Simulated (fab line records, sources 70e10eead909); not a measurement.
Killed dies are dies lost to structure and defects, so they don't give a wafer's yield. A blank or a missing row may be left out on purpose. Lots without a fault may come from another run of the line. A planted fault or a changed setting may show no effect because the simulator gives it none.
Which tool did it? | flow nand_harc | 9 lots, 27 wafers sampled, at 9 steps of a route of 1302

WHAT THE GAUGES READ, wafer by wafer
NHARC_P_BONDPAD_INSPECT_23.
lot  | measured     | on                | raw_defect_count
L265 | day 9 03:30  | defect_inspect-02 | 260 281 290
L268 | day 10 09:56 | defect_inspect-02 | 377 409 342
L269 | day 11 01:00 | defect_inspect-01 | 374 313 343
L271 | day 11 16:28 | defect_inspect-01 | 233 174 274
L274 | day 12 16:07 | defect_inspect-01 | 380 573 340
L275 | day 13 13:13 | defect_inspect-02 | 431 368 462
L278 | day 14 14:32 | defect_inspect-01 | 188 405 137
L280 | day 15 01:42 | defect_inspect-01 | 221 263 427
L282 | day 16 05:40 | defect_inspect-01 | 224 255 253

NHARC_A_ONON_D1_THK_MEAS_21: measures by ellipsometry.
lot  | measured     | on            | thk_nm (nm)
L265 | day 10 14:24 | film_metro-01 | 989 989 988
L268 | day 11 19:46 | film_metro-01 | 1007 1009 1007
L269 | day 12 12:56 | film_metro-01 | 990 991 989
L271 | day 13 03:15 | film_metro-02 | 1012 1014 1014
L274 | day 14 02:07 | film_metro-01 | 983 983 982
L275 | day 15 00:05 | film_metro-02 | 1009 1010 1010
L278 | day 16 04:38 | film_metro-02 | 996 995 995
L280 | day 16 13:12 | film_metro-02 | 997 998 996
L282 | day 18 00:00 | film_metro-01 | 996 999 997

NHARC_A_CHANNEL_HOLE_D1_CD_MEAS_10: target cd 100 nm.
lot  | measured     | on        | cd_nm (nm)
L265 | day 10 19:13 | cd_sem-01 | 100.3 100.0 99.9
L268 | day 12 02:58 | cd_sem-03 | 99.0 100.2 99.2
L269 | day 12 18:06 | cd_sem-03 | 99.5 100.1 99.8
L271 | day 13 08:50 | cd_sem-01 | 100.3 100.1 99.8
L274 | day 14 11:11 | cd_sem-03 | 112.9 113.6 112.8
L275 | day 15 05:15 | cd_sem-03 | 112.8 113.0 112.7
L278 | day 16 09:37 | cd_sem-01 | 101.0 101.1 100.3
L280 | day 16 21:29 | cd_sem-03 | 100.7 100.6 100.2
L282 | day 18 06:07 | cd_sem-01 | 100.4 100.3 99.2

NHARC_A_CHANNEL_HOLE_D1_CD_MEAS_30.
lot  | measured     | on        | cd_nm (nm)
L265 | day 11 03:06 | cd_sem-01 | 89.7 88.9 90.6
L268 | day 12 13:29 | cd_sem-02 | 89.5 90.4 89.5
L269 | day 13 04:21 | cd_sem-03 | 87.1 89.3 89.2
L271 | day 13 15:44 | cd_sem-02 | 90.3 90.1 89.0
L274 | day 14 20:46 | cd_sem-02 | 103.8 103.5 102.9
L275 | day 15 12:55 | cd_sem-01 | 103.3 103.1 104.4
L278 | day 16 16:30 | cd_sem-01 | 90.5 91.7 89.2
L280 | day 17 14:28 | cd_sem-03 | 89.5 89.0 89.7
L282 | day 18 13:27 | cd_sem-03 | 90.2 89.6 89.1

NHARC_END_WLT_00.
lot  | measured     | on        | VT_DECK1_BOTTOM   | VT_DECK1_BOTTOM_INNER | VT_DECK1_MEDIAN_NEAR_BOTTOM | VT_DECK1_MEDIAN_NEAR_BOTTOM_INNER | VT_DECK1_MIDDLE   | VT_DECK1_MIDDLE_INNER | VT_DECK1_TOP      | VT_DECK1_TOP_INNER | VT_DECK2_BOTTOM   | VT_DECK2_BOTTOM_INNER | VT_DECK2_MEDIAN_NEAR_BOTTOM | VT_DECK2_MEDIAN_NEAR_BOTTOM_INNER | VT_DECK2_MIDDLE   | VT_DECK2_MIDDLE_INNER | VT_DECK2_TOP      | VT_DECK2_TOP_INNER
L265 | day 25 22:48 | prober-02 | 0.867 0.860 0.869 | 0.859 0.872 0.869     | 0.866 0.870 0.863           | 0.871 0.859 0.869                 | 0.879 0.878 0.878 | 0.881 0.879 0.887     | 0.895 0.886 0.886 | 0.891 0.887 0.888  | 0.864 0.861 0.853 | 0.863 0.855 0.857     | 0.867 0.859 0.851           | 0.856 0.860 0.858                 | 0.876 0.872 0.868 | 0.873 0.874 0.876     | 0.889 0.893 0.891 | 0.883 0.892 0.879
L268 | day 28 02:36 | prober-01 | 0.874 0.858 0.869 | 0.856 0.862 0.858     | 0.869 0.866 0.856           | 0.865 0.873 0.871                 | 0.875 0.878 0.874 | 0.873 0.883 0.878     | 0.899 0.897 0.891 | 0.892 0.886 0.890  | 0.876 0.885 0.886 | 0.882 0.877 0.882     | 0.883 0.878 0.883           | 0.880 0.881 0.885                 | 0.895 0.891 0.892 | 0.899 0.898 0.899     | 0.915 0.907 0.908 | 0.903 0.912 0.910
L269 | day 28 10:25 | prober-01 | 0.862 0.869 0.868 | 0.863 0.876 0.868     | 0.864 0.875 0.869           | 0.865 0.864 0.865                 | 0.885 0.885 0.889 | 0.887 0.883 0.882     | 0.896 0.897 0.895 | 0.901 0.903 0.885  | 0.881 0.878 0.877 | 0.879 0.882 0.872     | 0.885 0.880 0.877           | 0.879 0.880 0.875                 | 0.895 0.898 0.901 | 0.896 0.886 0.889     | 0.906 0.907 0.913 | 0.911 0.908 0.900
L271 | day 29 15:54 | prober-01 | 0.870 0.862 0.864 | 0.872 0.873 0.870     | 0.867 0.874 0.876           | 0.866 0.872 0.869                 | 0.891 0.883 0.878 | 0.884 0.891 0.880     | 0.896 0.902 0.889 | 0.901 0.896 0.904  | 0.879 0.869 0.881 | 0.881 0.868 0.876     | 0.887 0.877 0.876           | 0.870 0.875 0.879                 | 0.890 0.887 0.894 | 0.894 0.884 0.894     | 0.905 0.906 0.898 | 0.903 0.894 0.908
L275 | day 30 12:25 | prober-02 | 0.900 0.907 0.892 | 0.904 0.898 0.906     | 0.905 0.900 0.905           | 0.904 0.909 0.909                 | 0.906 0.918 0.913 | 0.908 0.922 0.918     | 0.922 0.924 0.921 | 0.913 0.931 0.921  | 0.874 0.877 0.876 | 0.879 0.870 0.876     | 0.886 0.882 0.871           | 0.874 0.876 0.877                 | 0.885 0.889 0.888 | 0.887 0.886 0.889     | 0.904 0.908 0.900 | 0.901 0.890 0.903
L278 | day 31 15:46 | prober-02 | 0.874 0.880 0.872 | 0.884 0.883 0.860     | 0.871 0.881 0.870           | 0.874 0.882 0.872                 | 0.890 0.898 0.893 | 0.886 0.891 0.890     | 0.894 0.897 0.895 | 0.900 0.899 0.893  | 0.877 0.872 0.865 | 0.871 0.872 0.870     | 0.873 0.874 0.879           | 0.873 0.872 0.865                 | 0.883 0.877 0.881 | 0.894 0.888 0.894     | 0.892 0.897 0.896 | 0.889 0.899 0.902
L280 | day 33 01:58 | prober-02 | 0.872 0.870 0.870 | 0.874 0.866 0.870     | 0.881 0.872 0.873           | 0.875 0.870 0.875                 | 0.894 0.890 0.887 | 0.884 0.885 0.884     | 0.895 0.901 0.900 | 0.906 0.902 0.902  | 0.867 0.867 0.867 | 0.863 0.868 0.858     | 0.876 0.871 0.866           | 0.877 0.875 0.869                 | 0.882 0.878 0.889 | 0.876 0.879 0.877     | 0.889 0.894 0.892 | 0.893 0.898 0.889
L282 | day 34 10:31 | prober-01 | 0.879 0.873 0.873 | 0.875 0.869 0.876     | 0.873 0.873 0.875           | 0.875 0.874 0.876                 | 0.893 0.888 0.888 | 0.891 0.887 0.893     | 0.906 0.899 0.898 | 0.896 0.901 0.903  | 0.867 0.859 0.869 | 0.870 0.872 0.856     | 0.871 0.863 0.871           | 0.875 0.862 0.863                 | 0.888 0.874 0.879 | 0.880 0.883 0.885     | 0.888 0.898 0.889 | 0.898 0.891 0.894

NHARC_END_SORT_01.
lot  | measured     | on        | killed_at_array | killed_at_other | killed_at_periphery | killed_dies | killed_open | killed_short
L275 | day 30 15:24 | prober-02 | 35 45 26        | 1 0 0           | 12 9 11             | 48 54 37    | 5 5 1       | 3 3 2

WHICH TOOL RAN EACH LOT (tool, then ch and the chambers of the sampled wafers, then the start)
lot  | NHARC_A_CHANNEL_HOLE_D1_PEB_08    | NHARC_A_CHANNEL_HOLE_D1_ETCH_16               | NHARC_A_CHANNEL_HOLE_D1_XSEM_31
L265 | litho_track-06 ch 0, day 10 19:08 | rie_diel-01 ch 1,2, day 11 03:06 or earlier   | xsem-02 ch 0, day 11 03:12
L268 | litho_track-01 ch 0, day 12 02:53 | rie_diel-01 ch 0,1,2, day 12 13:29 or earlier | xsem-01 ch 0, day 12 13:34
L269 | litho_track-01 ch 0, day 12 18:01 | rie_diel-01 ch 0,1, day 13 04:21 or earlier   | xsem-01 ch 0, day 13 04:26
L271 | litho_track-04 ch 0, day 13 08:46 | rie_diel-01 ch 1,2, day 13 15:44 or earlier   | xsem-01 ch 0, day 13 15:49
L274 | litho_track-01 ch 0, day 14 11:06 | rie_diel-01 ch 1,2,3, day 14 20:46 or earlier | xsem-01 ch 0, day 14 20:51
L275 | litho_track-01 ch 0, day 15 05:10 | rie_diel-01 ch 1,2,3, day 15 12:55 or earlier | xsem-02 ch 0, day 15 13:01
L278 | litho_track-04 ch 0, day 16 09:32 | rie_diel-01 ch 0,2,3, day 16 16:30 or earlier | xsem-02 ch 0, day 16 16:36
L280 | litho_track-06 ch 0, day 16 21:24 | rie_diel-07 ch 0,1,3, day 17 14:28 or earlier | xsem-01 ch 0, day 17 14:33
L282 | litho_track-04 ch 0, day 18 06:02 | rie_diel-07 ch 2,3, day 18 13:27 or earlier   | xsem-02 ch 0, day 18 13:33
- NHARC_A_CHANNEL_HOLE_D1_PEB_08: peb time 65 s.
- NHARC_A_CHANNEL_HOLE_D1_ETCH_16: etches the open film in O2/COS, target depth 3100 nm, time 806 s.
- NHARC_A_CHANNEL_HOLE_D1_XSEM_31

WHAT THE TOOLS THEMSELVES READ (means of the sampled wafers that have a number; where no wafer has one, the mark that the record gives instead)
NHARC_A_CHANNEL_HOLE_D1_PEB_08.
lot  | tool           | resist_line_temp_C (C)
L265 | litho_track-06 | 22.93
L268 | litho_track-01 | 22.98
L269 | litho_track-01 | 23.00
L271 | litho_track-04 | 23.03
L274 | litho_track-01 | 22.98
L275 | litho_track-01 | 22.99
L278 | litho_track-04 | 22.98
L280 | litho_track-06 | 23.06
L282 | litho_track-04 | 22.99

NHARC_A_CHANNEL_HOLE_D1_ETCH_16.
lot  | tool        | cos_flow_sccm (sccm) | drypump_motor_current_A (A) | mfc_ar_sccm (sccm) | oes_product_au (a.u.) | rf_fwd_power_W (W) | rf_vpp_V (V) | showerhead_plenum_p_Torr (Torr) | throttle_valve_pct (%)
L265 | rie_diel-01 | 19.98                | 5.48                        | 0.008              | 0.996                 | 499.4              | 315.3        | 3.17                            | 28.322
L268 | rie_diel-01 | 19.97                | 5.55                        | 0.004              | 0.999                 | 498.5              | 315.6        | 3.24                            | 28.331
L269 | rie_diel-01 | 20.01                | 5.47                        | 0.008              | 0.999                 | 499.4              | 315.7        | 3.21                            | 28.335
L271 | rie_diel-01 | 20.03                | 5.58                        | 0.004              | 1.006                 | 497.9              | 315.0        | 3.20                            | 28.327
L274 | rie_diel-01 | 20.00                | 5.47                        | 0.004              | 1.000                 | 498.5              | 313.5        | 3.10                            | 28.330
L275 | rie_diel-01 | 20.00                | 5.47                        | 0.004              | 1.001                 | 500.7              | 314.0        | 3.10                            | 28.330
L278 | rie_diel-01 | 19.98                | 5.53                        | 0.000              | 0.992                 | 498.5              | 315.1        | 3.16                            | 28.328
L280 | rie_diel-07 | 19.99                | 6.00                        | 0.000              | 1.005                 | 498.0              | 313.4        | 3.05                            | 28.326
L282 | rie_diel-07 | 19.97                | 6.08                        | 0.000              | 1.001                 | 499.3              | 315.4        | 3.23                            | 28.334

NHARC_A_CHANNEL_HOLE_D1_XSEM_31.
lot  | tool    | bot_cd_nm (nm) | bow_nm (nm) | tilt_deg (degrees)
L265 | xsem-02 | 74.1           | 8.85        | 0.08
L268 | xsem-01 | 74.2           | 8.53        | 0.08
L269 | xsem-01 | 72.4           | 8.67        | 0.02
L271 | xsem-01 | 73.3           | 8.51        | 0.05
L274 | xsem-01 | 89.2           | 8.66        | -0.03
L275 | xsem-02 | 87.7           | 8.44        | 0.17
L278 | xsem-02 | 75.9           | 8.42        | 0.11
L280 | xsem-01 | 73.8           | 8.85        | 0.04
L282 | xsem-02 | 74.2           | 8.93        | 0.08

THE ANSWER, worked out from the rows above alone
Rule: what is usual is taken from the lots themselves. Put in order of their means at a reading, lots are off if they are a third of the lots or fewer, leave a main group of 4 or more, and stand apart from it by a gap of 3 or more times the standard deviation of the main group's means; of several such gaps the widest counts. A main group whose means are all the same, to the digits that the tables above print for the reading, isn't used. A lot without any number at a reading at which 4 lots or more have one is off too. The other lots that the step has rows for count as sound. The gauges are gone through in route order, then the tools' own readings, and for those a lot's mean is taken as printed above. The first step at which some lot is off is used, and at that step the reading that is off furthest; a lot without a number counts as furthest.
Off: L274, L275, at NHARC_A_CHANNEL_HOLE_D1_CD_MEAS_10 (cd_nm). The main group: mean 100.1 nm, standard deviation 0.41.
A tool fits if, at a process step before that reading, it ran every lot that is off, and no sound lot after the first of them. The gauges at NHARC_A_CHANNEL_HOLE_D1_CD_MEAS_10 aren't tried: what is off there is off at NHARC_A_CHANNEL_HOLE_D1_CD_MEAS_30 too, on other tools, and a gauge's error can't cause that. One fits: litho_track-01 at NHARC_A_CHANNEL_HOLE_D1_PEB_08. Its last sound lot is L269 (day 12 18:01), its first lot that is off L274 (day 14 11:06): a fault that began between those two fits.

WHAT THE SIMULATOR HAD PUT IN
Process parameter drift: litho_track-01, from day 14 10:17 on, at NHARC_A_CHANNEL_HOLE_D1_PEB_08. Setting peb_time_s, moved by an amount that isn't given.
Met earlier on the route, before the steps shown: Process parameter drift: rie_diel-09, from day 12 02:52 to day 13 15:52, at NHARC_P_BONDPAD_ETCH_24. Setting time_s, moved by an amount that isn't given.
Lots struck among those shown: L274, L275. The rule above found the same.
